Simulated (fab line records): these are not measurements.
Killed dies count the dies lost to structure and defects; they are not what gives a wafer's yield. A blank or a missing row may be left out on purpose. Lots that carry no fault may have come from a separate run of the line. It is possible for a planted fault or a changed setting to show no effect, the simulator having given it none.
Split-lot experiment | flow n5-finfet | 39 wafers read across 7 lots, on a route 1938 steps long

ON THE SPLIT
At N5_DUMMY_GATE_PECVD_30 (deposits SiO2 from TEOS/O2, target thk 55 nm, time 10.8 s), the setting time-s was moved away from the recipe's 10.8 s on 12 of the 39 wafers read, by -46.9% to +43.5%. The other wafers ran this setting at the recipe's value.

The reading comes from the split's own step.

THE READING
SiO2_of_DUMMY_GATE_PECVD_30.thk-nm (the simulator's own value, which no gauge read), in nm, at N5_DUMMY_GATE_PECVD_30 (deposits SiO2 from TEOS/O2, target thk 55 nm, time 10.8 s). The file does not state a usual value for it. Across the 27 wafers here that went through the recipe, the average is 55.3 nm and the standard deviation 0.68 nm.

wafer  | tool, chamber at the split | time-s as run, s | against the recipe | SiO2_of_DUMMY_GATE_PECVD_30.thk-nm, nm | against lot-mates on the recipe
L074.1 | pecvd-03, 1,0              | 10.8             | recipe             | 55.6                                   | -
L074.3 | pecvd-03, 1,0              | 10.8             | recipe             | 55.6                                   | -
L074.2 | pecvd-03, 0                | 10.8             | recipe             | 56                                     | -
L074.4 | pecvd-03, 1                | 10.8             | recipe             | 55.8                                   | -
L074.5 | pecvd-03, 1,0              | 10.8             | recipe             | 56.4                                   | -
L074.6 | pecvd-03, 1,0              | 10.8             | recipe             | 56.4                                   | -
L078.1 | pecvd-03, 0                | 12.85            | +19.0%             | 64.4                                   | +8.9
L078.2 | pecvd-03, 2                | 10.8             | recipe             | 54.8                                   | -
L078.3 | pecvd-03, 1                | 12.85            | +19.0%             | 64.6                                   | +9.1
L078.4 | pecvd-03, 1                | 10.8             | recipe             | 56                                     | -
L078.5 | pecvd-03, 0                | 12.85            | +19.0%             | 66                                     | +10.5
L078.6 | pecvd-03, 2                | 10.8             | recipe             | 55.6                                   | -
L080.1 | pecvd-03, 2                | 10.8             | recipe             | 54.2                                   | -
L080.2 | pecvd-03, 0                | 10.8             | recipe             | 54.8                                   | -
L080.3 | pecvd-03, 1,2              | 10.8             | recipe             | 55.2                                   | -
L080.6 | pecvd-03, 1,2              | 10.8             | recipe             | 55.2                                   | -
L080.4 | pecvd-03, 0                | 10.8             | recipe             | 55.6                                   | -
L080.5 | pecvd-03, 1                | 10.8             | recipe             | 56.4                                   | -
L084.1 | pecvd-03, 1                | 5.74             | -46.9%             | 30.6                                   | -24.2
L084.2 | pecvd-03, 0                | 10.8             | recipe             | 54.6                                   | -
L084.3 | pecvd-03, 2                | 10.8             | recipe             | 54                                     | -
L084.4 | pecvd-03, 1                | 5.74             | -46.9%             | 30.8                                   | -24.0
L084.5 | pecvd-03, 0                | 10.8             | recipe             | 55.8                                   | -
L084.6 | pecvd-03, 2                | 5.74             | -46.9%             | 29                                     | -25.8
L087.1 | pecvd-01, 1                | 10.8             | recipe             | 54.8                                   | -
L087.4 | pecvd-01, 0                | 10.8             | recipe             | 54.4                                   | -
L087.6 | pecvd-01, 2                | 10.8             | recipe             | 55.8                                   | -
L090.1 | pecvd-01, 2                | 10.8             | recipe             | 54.4                                   | -
L090.2 | pecvd-01, 1                | 15.5             | +43.5%             | 76.8                                   | +21.9
L090.3 | pecvd-01, 0                | 15.5             | +43.5%             | 76                                     | +21.1
L090.4 | pecvd-01, 2                | 15.5             | +43.5%             | 78.4                                   | +23.5
L090.5 | pecvd-01, 0                | 10.8             | recipe             | 54.8                                   | -
L090.6 | pecvd-01, 1                | 10.8             | recipe             | 55.4                                   | -
L094.1 | pecvd-03, 2,1              | 15.27            | +41.4%             | 75.6                                   | +20.6
L094.3 | pecvd-03, 2,1              | 15.27            | +41.4%             | 75.6                                   | +20.6
L094.2 | pecvd-03, 0                | 10.8             | recipe             | 54.4                                   | -
L094.4 | pecvd-03, 0                | 10.8             | recipe             | 55.2                                   | -
L094.5 | pecvd-03, 1                | 10.8             | recipe             | 55.4                                   | -
L094.6 | pecvd-03, 2                | 15.27            | +41.4%             | 76.8                                   | +21.8
When a row names more than one chamber, that row covers several wafers, and the file does not tell which wafer ran in which chamber.

THE FIT
A straight line over all 39 wafers: SiO2_of_DUMMY_GATE_PECVD_30.thk-nm changes by +0.516 nm for each +1% of time-s; r = +1.00; the points scatter about the line by 0.81 nm.
The same after taking each lot's own level away (the mean of its wafers on the recipe; 39 wafers): +0.516 nm for each +1%; r = +1.00; scatter 0.67 nm.
Per that fit: largest time-s move, reading shift of 24 nm.
The span of the lots' own levels, 54.80 to 55.97 nm, comes to 1.7 times the standard deviation stated above.
The two slopes are in agreement: the lot-to-lot level therefore moves the slope only a little.
Check: -24.3 nm against its lot-mates is what the line predicts for one of the wafers moved furthest among these (-46.9%) when that wafer is left out of the fit. It came out at -24.2 nm against them.

FILE'S OWN FIT
SiO2_of_DUMMY_GATE_PECVD_30.thk-nm changes by +0.515 nm for each +1% of time-s, r = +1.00.
